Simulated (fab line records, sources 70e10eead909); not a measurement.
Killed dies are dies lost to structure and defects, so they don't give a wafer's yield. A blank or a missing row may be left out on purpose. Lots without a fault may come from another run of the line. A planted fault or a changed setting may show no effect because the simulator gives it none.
fab line records | flow nand_harc | part 1 of 2: steps 1 to 26 of 37
record lots=5 wafers=15 last_day=24
route steps=1159 shown P_M1@310 P_M2@318
lots that met no fault: from a run of the same line without faults
start_h: hours from the record's first day to the start of the lot's first wafer shown | wait_h: hours since the lot's step before | " the same as in the row above | L1.1+2: a row that stands for several wafers | - no value, or no start given | * or withheld: withheld | < > ~ a bound
route shown NAME@n: a module of which the file shows steps, and the number in the route of the first | usual: mean/standard deviation of fault-free wafers | same: alike in all rows | chamber/n: place in a boat | sites: the reading at each site | _std_site: their standard deviation | _edge_site: outer sites' mean less inner sites' | radius_mm: how far each site lies from the wafer's centre | mask NAME#n: copy n | behind: the tool/chamber that last shaped the wafer | hold: why the lot was held/for how many hours/how that ended | device: the transistor (n, p or np) that didn't switch | end of line: the same wafers' tests at the end of the route | a step without rows: its recipe alone | killed: dies lost to structure and defects at the first sort, not the wafer's yield | map: a wafer's dies, x killed, . not, _ none there
set.NAME: the setting as run; set.NAME@STEP: as run at that earlier step | model.NAME: the simulator's own value behind a step, which no gauge read
lots at some steps of the route; a table a step, a row a wafer
services: from which hour (start_h, from the record's first day; less than 0 if before it) a tool's chamber was out of use, for how many hours, and why
## steps
# step NHARC_P_M1_ANNEAL_31
# recipe temp_c=225 time_s=90
# usual wafer_temp_C_max=225.93/0.24
# columns lot.wafer tool chamber start_h wait_h wafer_temp_C_max
L078.1 rtp_anneal-01 0 150.20 0.3 225.87
L078.2 " 0 " " 225.91
L078.3 " 0 " " 225.84
L081.2 rtp_anneal-01 0 165.51 - 226.11
L081.5 " 0 " " 226.07
L081.6 " 0 " " 225.70
L083.1 rtp_anneal-02 0 176.64 - 226.34
L083.2 " 0 " " 225.77
L083.5 " 0 " " 225.55
L090.3 rtp_anneal-02 0 217.91 - 225.68
L090.4 " 0 " " 225.91
L090.5 " 0 " " 226.07
L094.3 rtp_anneal-02 0 244.35 - 225.75
L094.4 " 0 " " 225.50
L094.5 " 0 " " 225.82
# step NHARC_P_M1_CMP_23
# recipe t_overpolish_s=20 target_thk_nm=157.82
# usual motor_current_A=12.5/1 time_to_endpoint_s=28.3/1.8
# columns lot.wafer tool chamber start_h wait_h motor_current_A time_to_endpoint_s
L078.1 cmp-03 1 150.54 - 12.6 30.9
L078.2 " 2 " " 12.4 31.9
L078.3 " 0 " " 13.7 30.5
L081.2 cmp-01 0 165.89 - 11.5 32.9
L081.5 " 1 " " 13.4 28.8
L081.6 " 2 " " 14.5 28.9
L083.2 cmp-04 3 177.02 - 11.7 29.0
L083.1 " 0 " " 10.8 29.6
L083.5 " 3 " " 12.4 26.3
L090.3 cmp-04 3 218.15 - 12.5 29.3
L090.4 " 0 " " 10.6 29.0
L090.5 " 3 " " 12.8 30.4
L094.4 cmp-01 2 244.60 - 14.1 25.8
L094.3 " 1 " " 13.7 26.5
L094.5 " 3 " " 11.6 26.2
# step NHARC_P_M1_THK_MEAS_24
# recipe thk_meas_gauge=xrf
# usual thk_nm=157.8/1.2
# columns lot.wafer tool chamber start_h wait_h thk_nm
L078.1 film_metro-02 - 150.86 - 160.0
L078.2 " - " " 157.1
L078.3 " - " " 157.2
L081.2 film_metro-01 - 166.12 - 158.0
L081.5 " - " " 160.7
L081.6 " - " " 158.8
L083.1 film_metro-01 - 177.30 - 156.7
L083.2 " - " " 157.6
L083.5 " - " " 158.8
L090.3 film_metro-01 - 218.47 - 158.2
L090.4 " - " " 159.6
L090.5 " - " " 156.8
L094.3 film_metro-01 - 244.91 - 158.1
L094.4 " - " " 158.1
L094.5 " - " " 155.4
# step NHARC_P_M1_SRD_25
# columns lot.wafer tool chamber start_h wait_h
L078.3+1+2 wet_bench-08 6,0,2 150.90 0.0
L081.5+2+6 wet_bench-08 5,6,7 166.17 0.0
L083.1+5+2 wet_bench-08 1,2,4 177.34 0.0
L090.4+3+5 wet_bench-10 3,4,6 218.51 0.0
L094.3+5+4 wet_bench-10 3,4,6 244.96 0.0
# step NHARC_P_M1_INSPECT_27
# usual raw_defect_count=293/100
# columns lot.wafer tool chamber start_h wait_h raw_defect_count
L078.1 defect_inspect-02 - 151.01 0.0 202
L078.2 " - " " 198
L078.3 " - " " 151
L081.2 defect_inspect-01 - 166.29 0.0 321
L081.5 " - " " 285
L081.6 " - " " 381
L083.1 defect_inspect-02 - 177.46 0.0 238
L083.2 " - " " 313
L083.5 " - " " 188
L090.3 defect_inspect-02 - 218.62 0.0 206
L090.4 " - " " 240
L090.5 " - " " 332
L094.3 defect_inspect-01 - 245.07 0.0 144
L094.4 " - " " 224
L094.5 " - " " 459
# step NHARC_P_M1_PRE_CLEAN_32
# recipe time_s=12 temp_c=370 rf_power_w=300 gas=NH3
# usual heater_power_outer_w=385/56 heater_power_w=648/83
# columns lot.wafer tool chamber start_h wait_h heater_power_outer_w heater_power_w
L078.3 pecvd-04 1 151.08 0.1 468 791
L078.1 " 2 " " 311 523
L078.2 " 0 " " 297 510
L081.2 pecvd-03 2 166.36 0.1 474 747
L081.5 " 0 " " 471 779
L081.6 " 1 " " 410 718
L083.2 pecvd-02 1 177.54 0.1 359 609
L083.1 " 2 " " 296 571
L083.5 " 1 " " 365 604
L090.3 pecvd-03 2 218.69 0.1 426 673
L090.4 " 2 " " 430 706
L090.5 " 1 " " 352 633
L094.3 pecvd-02 1 245.14 0.1 318 549
L094.5 " 2 " " 351 622
L094.4 " 0 " " 382 615
# step NHARC_P_M1_DEP_33
# recipe target_thk_a=300 temp_c=370 target_thk_nm=30 pressure_torr=3 flow_sccm=200 rf_w=450 material=SiCN
# usual heater_power_outer_w=346/61 heater_power_w=598/90 showerhead_vpp_V=1317/63
# columns lot.wafer tool chamber start_h wait_h heater_power_outer_w heater_power_w showerhead_vpp_V
L078.3 pecvd-04 1 151.16 0.1 407 744 1291
L078.1 " 2 " " 291 506 1209
L078.2 " 0 " " 273 477 1415
L081.2 pecvd-03 2 166.44 0.1 474 747 1280
L081.5 " 0 " " 448 712 1283
L081.6 " 1 " " 298 570 1259
L083.2 pecvd-02 1 177.65 0.1 280 512 1368
L083.1 " 2 " " 326 616 1371
L083.5 " 1 " " 286 503 1393
L090.3 pecvd-03 2 218.77 0.1 412 667 1268
L090.4 " 2 " " 424 691 1290
L090.5 " 1 " " 355 619 1283
L094.3 pecvd-02 1 245.21 0.1 363 586 1405
L094.5 " 2 " " 309 575 1361
L094.4 " 0 " " 370 612 1332
# step NHARC_P_M2_DEP_00
# recipe target_thk_a=1825 target_thk_nm=182.5 temp_c=withheld pressure_torr=5 flow_sccm=200 rf_w=600 material=SiOC
# usual showerhead_vpp_V=1519/75
# columns lot.wafer tool chamber start_h wait_h showerhead_vpp_V
L078.2 pecvd-02 1 151.58 - 1568
L078.1 " 2 " " 1557
L078.3 " 0 " " 1596
L081.2 pecvd-04 1 166.90 - 1486
L081.6 " 1 " " 1487
L081.5 " 2 " " 1392
L083.1 pecvd-02 1 - - 1598
L083.2 " 0 " " 1574
L083.5 " 1 " " 1582
L090.3 pecvd-02 1 219.23 - 1605
L090.4 " 0 " " 1567
L090.5 " 1 " " 1604
L094.3 pecvd-04 2 245.82 - 1390
L094.5 " 1 " " 1481
L094.4 " 0 " " 1613
# step NHARC_P_M2_DEHYDRATE_01
# recipe temp_c=150 time_s=120
# columns lot.wafer tool chamber start_h wait_h
L078.1+2+3 litho_track-01 0 151.98 -
L081.2+5+6 litho_track-04 0 167.25 -
L083.1+2+5 litho_track-01 0 178.40 -
L090.3+4+5 litho_track-01 0 219.59 -
L094.3+4+5 litho_track-01 0 246.18 -
# step NHARC_P_M2_HMDS_02
# recipe time_s=30
# columns lot.wafer tool chamber start_h wait_h
L078.1+2+3 litho_track-01 0 - -
L081.2+5+6 litho_track-04 0 - -
L083.1+2+5 litho_track-01 0 - -
L090.3+4+5 litho_track-01 0 - -
L094.3+4+5 litho_track-01 0 - -
# step NHARC_P_M2_COAT_34
# recipe temp_c=200 time_s=65
# columns lot.wafer tool chamber start_h wait_h
L078.1+2+3 litho_track-01 0 - -
L081.2+5+6 litho_track-04 0 - -
L083.1+2+5 litho_track-01 0 - -
L090.3+4+5 litho_track-01 0 - -
L094.3+4+5 litho_track-01 0 - -
# step NHARC_P_M2_COAT_03
# recipe spin_rpm=1500 resist_thk_nm=90
# usual dispense_pressure_kPa=48/5
# columns lot.wafer tool chamber start_h wait_h dispense_pressure_kPa
L078.1 litho_track-01 0 - - 43
L078.2 " 0 " " 43
L078.3 " 0 " " 43
L081.2 litho_track-04 0 - - 54
L081.5 " 0 " " 54
L081.6 " 0 " " 54
L083.1 litho_track-01 0 - - 43
L083.2 " 0 " " 43
L083.5 " 0 " " 43
L090.3 litho_track-01 0 - - 43
L090.4 " 0 " " 43
L090.5 " 0 " " 43
L094.3 litho_track-01 0 - - 43
L094.4 " 0 " " 43
L094.5 " 0 " " 43
# step NHARC_P_M2_SOFTBAKE_04
# recipe temp_c=105 time_s=55
# columns lot.wafer tool chamber start_h wait_h
L078.1+2+3 litho_track-01 0 - -
L081.2+5+6 litho_track-04 0 - -
L083.1+2+5 litho_track-01 0 - -
L090.3+4+5 litho_track-01 0 - -
L094.3+4+5 litho_track-01 0 - -
# step NHARC_P_M2_EBR_05
# columns lot.wafer tool chamber start_h wait_h
L078.1+2+3 litho_track-01 0 - -
L081.2+5+6 litho_track-04 0 - -
L083.1+2+5 litho_track-01 0 - -
L090.3+4+5 litho_track-01 0 - -
L094.3+4+5 litho_track-01 0 - -
# step NHARC_P_M2_EXPOSE_06
# recipe na=1.35 target_cd_nm=170 dose_mj=80.78 mask_id=P_M2
# columns lot.wafer tool chamber start_h wait_h mask
L078.1+2+3 arfi_scanner-01 0 152.27 - P_M2#0
L081.2+5+6 arfi_scanner-01 0 167.55 - P_M2#0
L083.1+2+5 arfi_scanner-03 0 178.69 - P_M2#0
L090.3+4+5 arfi_scanner-02 0 219.76 - P_M2#0
L094.3+4+5 arfi_scanner-03 0 246.48 - P_M2#0
# step NHARC_P_M2_PEB_07
# recipe peb_temp_c=100 peb_time_s=65
# columns lot.wafer tool chamber start_h wait_h
L078.1+2+3 litho_track-06 0 152.33 0.1
L081.2+5+6 litho_track-01 0 167.60 0.1
L083.1+2+5 litho_track-06 0 178.75 0.1
L090.3+4+5 litho_track-06 0 219.82 0.0
L094.3+4+5 litho_track-06 0 246.53 0.0
# step NHARC_P_M2_DEVELOP_08
# recipe develop_time_s=35 dev_temp_c=23
# same develop_time_s=35
# columns lot.wafer tool chamber start_h wait_h
L078.1+2+3 litho_track-06 0 - -
L081.2+5+6 litho_track-01 0 - -
L083.1+2+5 litho_track-06 0 - -
L090.3+4+5 litho_track-06 0 - -
L094.3+4+5 litho_track-06 0 - -
# step NHARC_P_M2_CD_MEAS_09
# recipe target_cd_nm=170 landing_energy_ev=500
# usual cd_nm=169.9/0.53
# columns lot.wafer tool chamber start_h wait_h cd_nm
L078.1 cd_sem-02 0 152.41 - 170.8
L078.2 " 0 " " 169.9
L078.3 " 0 " " 169.6
L081.2 cd_sem-02 0 167.68 - 169.9
L081.5 " 0 " " 169.5
L081.6 " 0 " " 169.4
L083.1 cd_sem-02 0 178.83 - 170.3
L083.2 " 0 " " 170.1
L083.5 " 0 " " 170.3
L090.3 cd_sem-01 0 219.90 - 170.6
L090.4 " 0 " " 170.4
L090.5 " 0 " " 169.9
L094.3 cd_sem-02 0 246.62 - 169.4
L094.4 " 0 " " 169.2
L094.5 " 0 " " 169.7
# step NHARC_P_M2_OVL_MEAS_10
# recipe pitch_nm=340
# usual overlay_x_nm=-0.2/0.81 overlay_y_nm=0.1/1
# columns lot.wafer tool chamber start_h wait_h overlay_x_nm overlay_y_nm
L078.1 overlay-01 - 152.50 - -0.2 -1.2
L078.2 " - " " 0.1 -0.7
L078.3 " - " " -0.6 -0.5
L081.2 overlay-01 - 167.77 - -1.8 -0.5
L081.5 " - " " -2.3 -0.9
L081.6 " - " " -1.5 -0.5
L083.1 overlay-02 - 178.92 - -0.4 1.3
L083.2 " - " " -0.6 1.1
L083.5 " - " " -0.9 1.6
L090.3 overlay-01 - 219.98 - -1.1 -1.5
L090.4 " - " " -0.3 -1.2
L090.5 " - " " -1.1 -1.1
L094.3 overlay-01 - 246.70 - -1.0 0.5
L094.4 " - " " -0.7 -0.1
L094.5 " - " " -1.3 0.3
# step NHARC_P_M2_INSPECT_11
# usual raw_defect_count=4.3/2.5
# columns lot.wafer tool chamber start_h wait_h raw_defect_count
L078.1 defect_inspect-02 - 152.54 0.0 7
L078.2 " - " " 3
L078.3 " - " " 5
L081.2 defect_inspect-02 - 167.81 0.0 3
L081.5 " - " " 4
L081.6 " - " " 7
L083.1 defect_inspect-02 - 178.96 0.0 2
L083.2 " - " " 8
L083.5 " - " " 4
L090.3 defect_inspect-02 - 220.02 0.0 2
L090.4 " - " " 3
L090.5 " - " " 9
L094.3 defect_inspect-01 - 246.74 0.0 5
L094.4 " - " " 2
L094.5 " - " " 3
# step NHARC_P_M2_DESCUM_14
# recipe time_s=3 o2_flow_sccm=200 ar_flow_sccm=0 bias_power_w=0 chemistry=O2
# usual drypump_motor_current_A=5.8/0.57 o2_flow_sccm=200.0/0.62 oes_product_au=0.999/0.007 rf_vpp_V=57.8/0.9 showerhead_plenum_p_Torr=1.92/0.05 throttle_valve_pct=11.310/0.009
# columns lot.wafer tool chamber start_h wait_h drypump_motor_current_A o2_flow_sccm oes_product_au rf_hours_counter_h rf_vpp_V showerhead_plenum_p_Torr throttle_valve_pct
L078.1 rie_diel-04 2 152.60 0.1 6.6 199.3 0.993 2 57.1 1.99 11.303
L078.3 " 3 " " 5.5 199.7 1.001 1 57.1 1.94 11.307
L078.2 " 0 " " 6.1 200.8 0.993 1 58.0 1.92 11.305
L081.2 rie_diel-04 3 167.87 0.1 5.5 199.4 0.992 2 57.8 1.94 11.307
L081.6 " 3 " " 5.6 200.1 0.989 - 59.4 1.94 11.307
L081.5 " 0 " " 6.0 200.1 0.994 - 58.2 1.92 11.312
L083.2 rie_diel-04 2 179.02 0.1 6.7 200.5 0.994 2 57.3 1.99 11.320
L083.1 " 0 " " 6.0 199.3 1.002 2 58.0 1.92 11.316
L083.5 " 2 " " 6.7 199.8 1.004 - 57.8 1.99 11.317
L090.3 rie_diel-04 0 220.08 0.1 6.0 198.7 1.003 4 59.0 1.92 11.318
L090.4 " 0 " " 6.1 199.5 0.999 - 57.9 1.92 11.313
L090.5 " 2 " " 6.7 199.1 0.996 - 59.8 1.98 11.315
L094.4 rie_diel-04 1 246.82 0.1 5.1 199.5 1.010 4 57.7 1.91 11.333
L094.3 " 2 " " 6.7 199.9 1.000 5 58.1 1.98 11.308
L094.5 " 0 " " 6.0 201.5 0.989 - 56.9 1.91 11.324
# step NHARC_P_M2_ETCH_35
# recipe target_depth_a=400 overetch_a=120 time_s=43.94 ion_energy_ev=200 n2_flow_sccm=150 h2_flow_sccm=150 ar_flow_sccm=0 rf_w=400 bias_w=150 chemistry=N2/H2
# usual drypump_motor_current_A=5.8/0.58 h2_flow_sccm=150.0/0.45 oes_product_au=0.999/0.0082 rf_vpp_V=430.6/1.6 showerhead_plenum_p_Torr=2.04/0.053 throttle_valve_pct=14.172/0.0094
# columns lot.wafer tool chamber start_h wait_h drypump_motor_current_A h2_flow_sccm oes_product_au rf_hours_counter_h rf_vpp_V showerhead_plenum_p_Torr throttle_valve_pct
L078.3 rie_diel-04 2 152.68 0.1 6.7 149.5 1.007 2 433.2 2.12 14.158
L078.2 " 0 " " 6.1 149.6 1.006 1 429.9 2.04 14.169
L078.1 " 1 " " 5.1 149.8 1.009 1 431.1 2.04 14.183
L081.2 rie_diel-04 1 167.97 0.1 5.1 149.9 1.017 2 431.1 2.04 14.168
L081.6 " 1 " " 5.1 149.3 1.006 - 430.2 2.04 14.173
L081.5 " 2 " " 6.7 149.6 0.993 - 433.2 2.12 14.177
L083.2 rie_diel-04 3 179.10 0.1 5.5 149.9 0.994 2 431.2 2.06 14.158
L083.1 " 0 " " 6.0 150.4 0.999 2 432.4 2.04 14.174
L083.5 " 0 " " 6.0 149.6 1.000 - 430.6 2.04 14.177
L090.3 rie_diel-04 2 220.18 0.1 6.7 149.9 1.007 4 432.9 2.12 14.175
L090.5 " 2 " " 6.7 150.3 1.003 - 432.7 2.12 14.152
L090.4 " 0 " " 6.0 149.6 0.996 - 430.2 2.04 14.171
L094.4 rie_diel-04 1 246.89 0.1 5.1 149.5 1.014 4 429.7 2.04 14.184
L094.3 " 3 " " 5.5 149.4 1.001 5 432.9 2.06 14.174
L094.5 " 0 " " 6.1 150.0 1.003 - 430.4 2.04 14.180
# step NHARC_P_M2_ETCH_15
# recipe target_depth_a=1825 time_s=91.2 c4f8_flow_sccm=withheld ar_flow_sccm=400 rf_w=600 bias_w=300 chemistry=C4F8/Ar
# usual oes_product_au=0.944/0.022 rf_vpp_V=441.0/1.7
# columns lot.wafer tool chamber start_h wait_h oes_product_au rf_hours_counter_h rf_vpp_V
L078.2 rie_diel-04 0 - - 0.982 1 440.7
L078.3 " 2 " " 0.966 2 442.4
L078.1 " 3 " " 0.956 2 441.9
L081.2 rie_diel-04 0 - - 0.944 2 441.4
L081.6 " 1 " " 0.957 - 440.1
L081.5 " 2 " " 0.971 - 442.0
L083.1 rie_diel-04 1 - - 0.991 2 440.6
L083.2 " 0 " " 0.979 2 440.5
L083.5 " 1 " " 0.975 - 440.3
L090.3 rie_diel-04 0 - - 0.922 4 440.4
L090.5 " 2 " " 0.923 - 444.5
L090.4 " 0 " " 0.925 - 441.4
L094.4 rie_diel-04 1 - - 0.927 4 441.0
L094.3 " 2 " " 0.923 5 442.4
L094.5 " 3 " " 0.934 - 440.5
# step NHARC_P_M2_CD_MEAS_16
# usual cd_nm=169.8/0.56
# columns lot.wafer tool chamber start_h wait_h cd_nm
L078.1 cd_sem-02 - 152.90 - 170.3
L078.2 " - " " 170.5
L078.3 " - " " 169.9
L081.2 cd_sem-01 - 168.19 - 169.5
L081.5 " - " " 170.9
L081.6 " - " " 169.1
L083.1 cd_sem-01 - 179.32 - 170.0
L083.2 " - " " 170.0
L083.5 " - " " 170.3
L090.3 cd_sem-02 - 220.43 - 170.2
L090.4 " - " " 170.2
L090.5 " - " " 169.7
L094.3 cd_sem-03 - 247.11 - 169.7
L094.4 " - " " 169.5
L094.5 " - " " 169.4
# step NHARC_P_M2_STRIP_18
# recipe power_w=1000 n2_flow_sccm=150 h2_flow_sccm=150 ar_flow_sccm=0 bias_w=0 chemistry=N2/H2
# usual drypump_motor_current_A=5.8/0.61 h2_flow_sccm=150.0/0.46 oes_product_au=0.999/0.0068 rf_vpp_V=90.6/0.89 showerhead_plenum_p_Torr=2.04/0.052 throttle_valve_pct=14.172/0.0091
# columns lot.wafer tool chamber start_h wait_h drypump_motor_current_A h2_flow_sccm oes_product_au rf_hours_counter_h rf_vpp_V showerhead_plenum_p_Torr throttle_valve_pct
L078.2 rie_diel-04 3 152.98 0.1 5.5 150.0 0.996 2 91.7 2.06 14.169
L078.1 " 0 " " 6.0 150.7 1.005 1 90.4 2.04 14.178
L078.3 " 2 " " 6.7 150.0 1.003 2 91.6 2.12 14.177
L081.2 rie_diel-04 1 168.29 0.1 5.1 150.2 1.010 2 90.7 2.04 14.166
L081.5 " 0 " " 6.0 150.1 1.003 - 90.1 2.04 14.154
L081.6 " 1 " " 5.1 150.2 1.007 - 91.8 2.04 14.169
L083.1 rie_diel-04 1 179.40 0.1 5.1 149.8 1.001 2 90.2 2.04 14.175
L083.2 " 3 " " 5.5 149.7 0.995 2 92.0 2.06 14.167
L083.5 " 2 " " 6.7 150.7 0.996 - 91.1 2.12 14.167
L090.3 rie_diel-04 0 220.50 0.1 6.1 150.0 1.000 4 90.8 2.04 14.174
L090.5 " 0 " " 6.1 149.8 0.999 - 91.8 2.04 14.158
L090.4 " 3 " " 5.5 150.0 0.993 - 91.9 2.06 14.180
L094.3 rie_diel-13 1 247.18 0.1 6.4 149.5 0.994 57 89.5 1.89 14.165
L094.4 " 2 " " 6.3 150.2 0.988 56 90.6 1.99 14.161
L094.5 " 1 " " 6.4 149.7 1.002 - 89.7 1.89 14.159
# step NHARC_P_M2_ETCH_28
# recipe target_depth_a=300 over_etch_frac=0.3 time_s=72.99 ion_energy_ev=150 cf4_flow_sccm=50 n2_flow_sccm=100 ar_flow_sccm=150 rf_w=300 bias_w=100 chemistry=CF4/N2
# usual drypump_motor_current_A=5.8/0.61 oes_product_au=0.999/0.0066 rf_vpp_V=314.3/1.4 showerhead_plenum_p_Torr=2.63/0.063 throttle_valve_pct=19.793/0.0094
# columns lot.wafer tool chamber start_h wait_h drypump_motor_current_A oes_product_au rf_hours_counter_h rf_vpp_V showerhead_plenum_p_Torr throttle_valve_pct
L078.1 rie_diel-04 2 - - 6.7 0.989 2 315.1 2.72 19.792
L078.2 " 3 " " 5.5 0.999 2 314.3 2.65 19.795
L078.3 " 1 " " 5.1 1.000 1 313.1 2.63 19.789
L081.2 rie_diel-04 1 - - 5.1 1.010 2 314.5 2.63 19.777
L081.6 " 2 " " 6.7 0.998 - 316.4 2.72 19.799
L081.5 " 3 " " 5.5 1.006 - 314.3 2.65 19.807
L083.1 rie_diel-04 2 - - 6.7 1.000 2 315.7 2.72 19.803
L083.2 " 3 " " 5.5 0.993 2 313.7 2.65 19.797
L083.5 " 3 " " 5.5 0.988 - 315.3 2.65 19.772
L090.3 rie_diel-04 2 - - 6.7 0.996 4 317.0 2.72 19.776
L090.4 " 2 " " 6.7 1.005 - 314.9 2.72 19.793
L090.5 " 3 " " 5.6 0.994 - 315.2 2.65 19.805
L094.4 rie_diel-13 1 - - 6.4 1.004 57 311.2 2.45 19.805
L094.3 " 0 " " 5.4 1.004 55 312.9 2.54 19.789
L094.5 " 1 " " 6.5 0.999 - 310.8 2.45 19.796
